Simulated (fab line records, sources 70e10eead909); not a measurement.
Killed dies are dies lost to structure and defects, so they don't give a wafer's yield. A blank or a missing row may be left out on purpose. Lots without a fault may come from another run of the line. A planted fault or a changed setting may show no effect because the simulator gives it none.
Chamber matching | flow nand_harc | NHARC_A_CONTACT_DEP_24 on pecvd-01: 3 sister chambers
The step deposits SiO2, target thk 500 nm. 16 wafers are shown with their chamber, then 8 later ones without.

WAFERS WITH THEIR CHAMBER
wafer  | chamber | heater_power_w (W) | throttle_valve_pct (%)
L220.3 | 1       | 458                | 15.5
L220.4 | 2       | 321                | 16.0
L220.6 | 0       | 528                | 15.7
L217.1 | 1       | 513                | 15.3
L217.3 | 0       | 667                | 15.7
L217.6 | 0       | 682                | 15.6
L222.2 | 1       | 458                | 15.0
L222.5 | 2       | 339                | 15.9
L222.6 | 0       | 661                | 15.7
L227.3 | 2       | 317                | 15.8
L227.5 | 0       | 543                | 15.1
L227.6 | 2       | 352                | 15.8
L233.1 | 0       | 572                | 14.8
L233.3 | 2       | 360                | 16.0
L233.6 | 1       | 512                | 15.6
L236.1 | 1       | 484                | 15.7

SIGNATURES (means of the wafers above)
reading            | chamber 0 | chamber 1 | chamber 2 | scatter within a chamber
heater_power_w     | 608.83    | 485.00    | 337.80    | 46.5
throttle_valve_pct | 15.433    | 15.420    | 15.900    | 0.291
Rule: a wafer's distance from a chamber is the root of the sum, over the readings, of the square of ((its reading less the chamber's mean) divided by the reading's scatter). The wafer belongs to the nearest chamber; if the next one is less than 2 further off, it can't be placed. The scatter: the root of (the sum of the squares of (reading less its chamber's mean) over the shown wafers, divided by (wafers less chambers)).

WAFERS WITHOUT THEIR CHAMBER
wafer  | heater_power_w (W) | throttle_valve_pct (%)
L236.2 | 639                | 15.2
L236.4 | 668                | 15.3
L237.1 | 375                | 16.0
L237.4 | 494                | 15.8
L237.5 | 388                | 15.7
L238.1 | 410                | 15.6
L238.2 | 367                | 15.8
L238.6 | 387                | 16.1

WHICH CHAMBER EACH WENT THROUGH
wafer  | from the rows above     | in truth
L236.2 | 0                       | 0
L236.4 | 0                       | 0
L237.1 | 2                       | 2
L237.4 | can't be placed: 1 or 0 | 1
L237.5 | can't be placed: 2 or 1 | 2
L238.1 | can't be placed: 1 or 2 | 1
L238.2 | 2                       | 2
L238.6 | can't be placed: 2 or 1 | 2
Placed correctly: 4 of 8. Can't be placed from these rows: 4 (the true chamber is among the candidates in 4). Placed wrongly: 0.
